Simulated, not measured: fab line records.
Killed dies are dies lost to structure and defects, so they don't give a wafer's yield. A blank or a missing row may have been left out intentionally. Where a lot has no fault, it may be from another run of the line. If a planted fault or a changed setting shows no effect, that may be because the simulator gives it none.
Which tool was responsible? + flow nandHarc + 7 lots with 21 wafers sampled at 3 steps, on a route of 1302 steps

== WHAT EACH GAUGE READ, for each wafer ==
NHARC_P_M0_INSPECT_11.
| lot  | measured     | on               | rawDefectCount |
|------|--------------|------------------|----------------|
| L672 | day 6 17:49  | defectInspect-01 | 1 4 4          |
| L676 | day 8 11:40  | defectInspect-01 | 2 7 5          |
| L678 | day 9 01:26  | defectInspect-02 | 3 2 2          |
| L680 | day 9 16:04  | defectInspect-02 | 4 5 7          |
| L683 | day 10 19:23 | defectInspect-01 | 2 2 8          |
| L687 | day 12 21:03 | defectInspect-02 | 3 10 10        |
| L694 | day 15 19:19 | defectInspect-01 | 1 3 3          |

== WHAT TOOL EACH LOT RAN ON (gives the tool, then ch and the chambers of the sampled wafers, and finally the start) ==
| lot  | NHARC_P_CONTACT_CMP_01        | NHARC_P_M0_DEP_00              |
|------|-------------------------------|--------------------------------|
| L672 | cmp-04 ch 0,2,3, day 6 12:52  | pecvd-03 ch 0,1,2, day 6 16:58 |
| L676 | cmp-03 ch 1,2,3, day 8 06:32  | pecvd-03 ch 0,1,2, day 8 10:40 |
| L678 | cmp-04 ch 0,1,2, day 8 20:19  | pecvd-04 ch 1,2, day 9 00:31   |
| L680 | cmp-04 ch 1,3, day 9 09:54    | pecvd-03 ch 1,2, day 9 15:07   |
| L683 | cmp-03 ch 1,2,3, day 10 14:22 | pecvd-01 ch 0,2, day 10 18:28  |
| L687 | cmp-02 ch 0,1,2, day 12 15:02 | pecvd-03 ch 0,1, day 12 19:15  |
| L694 | cmp-02 ch 2,3, day 15 14:02   | pecvd-03 ch 1,2, day 15 18:21  |
- NHARC_P_CONTACT_CMP_01: polishes SiO2, target thk 200 nm.
- NHARC_P_M0_DEP_00: deposits SiOC, target thk 150 nm.

== THE ANSWER, worked out from the rows above alone ==
Rule: usual is defined by the lots themselves. Put in order of their means at a reading, lots are off if they are a third of the lots or fewer, leave a main group of 4 or more, and stand apart from it by a gap of 3 or more times the standard deviation of the main group's means; of several such gaps the widest counts. If all means in a main group match to the digits the tables above print for the reading, that group is not used. Also off: a lot with no number at a reading for which 4 or more lots have one. Any other lot the step has rows for is counted as sound.
No lot is off at any reading shown: from this, nothing can be told.

== WHAT THE SIMULATOR HAD INSERTED ==
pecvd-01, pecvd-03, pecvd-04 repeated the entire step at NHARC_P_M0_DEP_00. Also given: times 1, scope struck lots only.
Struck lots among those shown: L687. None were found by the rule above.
